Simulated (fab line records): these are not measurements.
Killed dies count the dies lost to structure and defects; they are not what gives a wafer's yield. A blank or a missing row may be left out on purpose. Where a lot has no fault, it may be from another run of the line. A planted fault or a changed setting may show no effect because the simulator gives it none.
Split-lot trial ; flow n5Finfet ; 7 lots, 21 wafers read, on a route of 1938 steps

## THE SPLIT
At N5_SD_EPI_N_PEB_07 (peb time 60 s), the setting pebTempC was moved away from the recipe's 110 C on 8 of the 21 wafers read, by -3.0% to +3.2%. All remaining wafers had this setting at the recipe value.

## THE PATH FROM SPLIT TO READING: the file shows 1 step between them
- N5_SD_EPI_N_DEVELOP_08: develop time 30 s

## THE READING
Shown in nm: cdNm at N5_SD_EPI_N_CD_MEAS_09, with target cd 120 nm. Fault-free wafers of this fab line usually give 119.7 nm, standard deviation 0.68 nm.

wafer;tool, chamber at the split;pebTempC as run, C;against the recipe;cdNm, nm;against lot-mates on the recipe
L076.4;lithoTrack-05, 0;110;recipe;119.2;-
L076.5;lithoTrack-05, 0;113.2;+2.9%;127.3;+8.1
L076.6;lithoTrack-05, 0;113.2;+2.9%;127.3;+8.1
L079.2;lithoTrack-05, 0;113.5;+3.2%;127.5;+8.8
L079.3;lithoTrack-05, 0;110;recipe;118.5;-
L079.4;lithoTrack-05, 0;110;recipe;118.8;-
L080.1;lithoTrack-01, 0;108.6;-1.3%;117.1;no lot-mate on the recipe
L080.3;lithoTrack-01, 0;108.6;-1.3%;116.9;no lot-mate on the recipe
L080.6;lithoTrack-01, 0;108.6;-1.3%;116.9;no lot-mate on the recipe
L084.1;lithoTrack-01, 0;110;recipe;120.5;-
L084.2;lithoTrack-01, 0;110;recipe;120.6;-
L084.4;lithoTrack-01, 0;106.7;-3.0%;111.7;-8.8
L087.2;lithoTrack-01, 0;110;recipe;119.8;-
L087.3;lithoTrack-01, 0;110;recipe;119.5;-
L087.4;lithoTrack-01, 0;110;recipe;120.7;-
L088.3;lithoTrack-05, 0;110;recipe;118.6;-
L088.4;lithoTrack-05, 0;110;recipe;118.6;-
L088.5;lithoTrack-05, 0;110;recipe;119.8;-
L092.1;lithoTrack-05, 0;110;recipe;119.2;-
L092.2;lithoTrack-05, 0;110;recipe;119.2;-
L092.3;lithoTrack-05, 0;108.4;-1.5%;115.7;-3.5

THE FIT
A straight line over all 21 wafers: cdNm changes by +2.54 nm for each +1% of pebTempC; r = +0.98; the points scatter about the line by 0.68 nm.
The same after taking each lot's own level away (the mean of its wafers on the recipe; 18 wafers): +2.8 nm for each +1%; r = +1.00; scatter 0.38 nm.
According to that fit, moving pebTempC by its largest amount changes the reading by 8.9 nm.
Measured against the standard deviation above, the lots' own levels, which go from 118.65 to 120.55 nm, span 2.8 times it.
The two slopes are in agreement: the lot-to-lot level therefore moves the slope only a little.
Check: with one of the wafers moved furthest among these (+3.2%) left out of the fit, the line predicts +8.94 nm for it against its lot-mates. Against them it came out at +8.85 nm.

## ADDITIONAL SPLITS CARRIED BY THESE WAFERS
These wafers also went through other splits before the reading. Each is held against what the fit with the lots' levels taken away leaves over:
other split on the same wafers;wafers away from the commonest value;r with cdNm (lot level and that fit taken away)
N5_WELL_APT_COAT_02 spinRpm;5;-0.08
N5_WELL_APT_PEB_06 pebTimeS;4;-0.45
N5_WELL_APT_COAT_19 spinRpm;6;+0.13
N5_WELL_APT_PEB_23 pebTempC;4;+0.27
N5_FIN_SAQP_PEB_14 pebTimeS;9;-0.08
N5_FIN_CUT_CUT_ETCH_15 timeS;8;-0.13
N5_DUMMY_GATE_PECVD_30 timeS;7;+0.16
N5_DUMMY_GATE_COAT_28 spinRpm;4;-0.08

## THE WHOLE CHAIN: every reading that the file lists as answering this split, in the file's order
step;what it does;reading;change (the file's fit);r (the file's)
N5_SD_EPI_N_CD_MEAS_09;target cd 120 nm;cdNm;+2.81 nm for each +1% of the setting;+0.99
N5_SD_EPI_N_DESCUM_14;chemistry O2, time 7.9 s;SD_EPI_N.cdNm (the simulator's own value, which no gauge read);+2.79 nm for each +1% of the setting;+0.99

## THE FILE'S OWN FIT
cdNm changes by +2.81 nm for each +1% of pebTempC, r = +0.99.
